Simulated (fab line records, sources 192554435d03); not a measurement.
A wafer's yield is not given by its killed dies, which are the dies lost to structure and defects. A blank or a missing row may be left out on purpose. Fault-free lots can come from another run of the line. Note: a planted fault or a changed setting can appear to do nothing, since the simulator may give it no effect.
Chamber matching	flow n5 finfet	4 sister chambers for N5_BEOL_M5_ETCH_75 on rie diel-02
The step etches underlayer in N2/H2, target depth 6.5 nm, time 5.2 s. 8 wafers are shown with their chamber, then 12 later ones without.

== WAFERS, EACH WITH ITS CHAMBER ==
wafer	chamber	drypump motor current A (A)	showerhead plenum p Torr (Torr)
L080.6	0	6.6	2.39
L082.2	3	5.9	2.59
L082.4	1	5.9	2.54
L083.1	0	6.5	2.39
L083.4	3	5.9	2.59
L091.3	2	5.2	2.58
L091.5	2	5.2	2.58
L091.6	1	5.9	2.53

== WAFERS WHOSE CHAMBER IS MISSING ==
wafer	drypump motor current A (A)	showerhead plenum p Torr (Torr)
L092.3	6.5	2.70
L092.4	5.9	2.53
L092.6	5.2	2.58
L093.1	6.5	2.70
L093.2	5.9	2.58
L093.4	5.9	2.52
L094.1	5.9	2.58
L094.2	6.5	2.70
L094.5	5.3	2.58
L097.2	5.3	2.58
L097.4	5.9	2.52
L097.5	5.3	2.58

== EACH ONE'S CHAMBER ==
wafer	from the rows above	in truth
L092.3	3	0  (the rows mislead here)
L092.4	1	1
L092.6	2	2
L093.1	3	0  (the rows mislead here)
L093.2	3	3
L093.4	1	1
L094.1	3	3
L094.2	3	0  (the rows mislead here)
L094.5	2	2
L097.2	2	2
L097.4	1	1
L097.5	2	2
9 of 12 placed correctly. From these rows, 0 cannot be placed. 3 placed wrongly.
How it was worked out, from the rows above alone: a wafer's distance from a chamber is the root of the sum, over the readings, of the square of ((its reading less the chamber's mean) divided by the reading's scatter). The wafer belongs to the nearest chamber; if the next one is less than 2 further off, it can't be placed. Each chamber's mean is taken over the wafers shown for it. The scatter: take each reading less its chamber's mean, square it, sum over the shown wafers, divide by the number of wafers less the number of chambers, and take the root.
